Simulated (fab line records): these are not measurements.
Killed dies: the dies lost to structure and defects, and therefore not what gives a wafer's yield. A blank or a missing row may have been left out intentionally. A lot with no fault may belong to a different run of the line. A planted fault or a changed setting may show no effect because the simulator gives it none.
Chamber matching / flow n5_finfet / ald_sin-01 running N5_FIN_SAQP_SPACER2_ALD_28: 4 sister chambers
The step deposits SiO2, target thk 8.1 nm, pulse time 1 s, purge time 2 s. 18 wafers are shown with their chamber, then 9 later ones without.

== WAFERS, EACH WITH ITS CHAMBER ==
wafer=L074.2; chamber=0; heater_power_w (W)=475; precursor_pulse_height_rel=1.009
wafer=L074.3; chamber=3; heater_power_w (W)=461; precursor_pulse_height_rel=1.022
wafer=L074.6; chamber=1; heater_power_w (W)=472; precursor_pulse_height_rel=0.986
wafer=L077.1; chamber=3; heater_power_w (W)=465; precursor_pulse_height_rel=0.985
wafer=L077.5; chamber=2; heater_power_w (W)=468; precursor_pulse_height_rel=0.997
wafer=L077.6; chamber=1; heater_power_w (W)=485; precursor_pulse_height_rel=1.020
wafer=L078.1; chamber=1; heater_power_w (W)=471; precursor_pulse_height_rel=1.015
wafer=L078.3; chamber=2; heater_power_w (W)=468; precursor_pulse_height_rel=1.032
wafer=L078.6; chamber=2; heater_power_w (W)=474; precursor_pulse_height_rel=0.986
wafer=L081.2; chamber=2; heater_power_w (W)=472; precursor_pulse_height_rel=1.003
wafer=L081.4; chamber=0; heater_power_w (W)=467; precursor_pulse_height_rel=1.000
wafer=L081.5; chamber=1; heater_power_w (W)=478; precursor_pulse_height_rel=0.999
wafer=L089.1; chamber=1; heater_power_w (W)=479; precursor_pulse_height_rel=1.034
wafer=L089.2; chamber=3; heater_power_w (W)=461; precursor_pulse_height_rel=0.961
wafer=L089.3; chamber=0; heater_power_w (W)=493; precursor_pulse_height_rel=1.011
wafer=L091.2; chamber=2; heater_power_w (W)=471; precursor_pulse_height_rel=0.987
wafer=L091.4; chamber=0; heater_power_w (W)=491; precursor_pulse_height_rel=0.971
wafer=L091.6; chamber=2; heater_power_w (W)=479; precursor_pulse_height_rel=0.985

SIGNATURES (averages over the wafers above)
reading=heater_power_w; chamber 0=481.50; chamber 1=477.00; chamber 2=472.00; chamber 3=462.33; scatter within a chamber=7.08
reading=precursor_pulse_height_rel; chamber 0=0.99775; chamber 1=1.01080; chamber 2=0.99833; chamber 3=0.98933; scatter within a chamber=0.0206
Rule: a wafer lies at a distance from a chamber equal to the root of the sum of squares, over the readings, of (its reading less the chamber's mean, divided by the reading's scatter). The wafer belongs to the nearest chamber; if the next one is less than 2 further off, it can't be placed. The scatter: take each reading less its chamber's mean, square it, sum over the shown wafers, divide by the number of wafers less the number of chambers, and take the root.

== WAFERS WITHOUT THEIR CHAMBER ==
wafer=L092.4; heater_power_w (W)=467; precursor_pulse_height_rel=1.012
wafer=L092.5; heater_power_w (W)=476; precursor_pulse_height_rel=1.007
wafer=L092.6; heater_power_w (W)=471; precursor_pulse_height_rel=1.000
wafer=L094.2; heater_power_w (W)=482; precursor_pulse_height_rel=0.980
wafer=L094.3; heater_power_w (W)=466; precursor_pulse_height_rel=0.963
wafer=L094.6; heater_power_w (W)=470; precursor_pulse_height_rel=0.998
wafer=L096.1; heater_power_w (W)=462; precursor_pulse_height_rel=1.006
wafer=L096.3; heater_power_w (W)=479; precursor_pulse_height_rel=0.981
wafer=L096.5; heater_power_w (W)=450; precursor_pulse_height_rel=1.002

== THE CHAMBER EACH PASSED THROUGH ==
wafer=L092.4; from the rows above=can't be placed: 2 or 3 or 1 or 0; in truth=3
wafer=L092.5; from the rows above=can't be placed: 1 or 2 or 0 or 3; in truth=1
wafer=L092.6; from the rows above=can't be placed: 2 or 1 or 3 or 0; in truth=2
wafer=L094.2; from the rows above=can't be placed: 0 or 1 or 2 or 3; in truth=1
wafer=L094.3; from the rows above=can't be placed: 3 or 2 or 0 or 1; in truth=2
wafer=L094.6; from the rows above=can't be placed: 2 or 3 or 1 or 0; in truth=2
wafer=L096.1; from the rows above=can't be placed: 3 or 2 or 1 or 0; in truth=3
wafer=L096.3; from the rows above=can't be placed: 0 or 2 or 1 or 3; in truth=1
wafer=L096.5; from the rows above=can't be placed: 3 or 2 or 1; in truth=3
Correct placement for 0 of the 9. These rows do not allow placing 9 (true chamber among the candidates in 9). 0 placed wrongly.
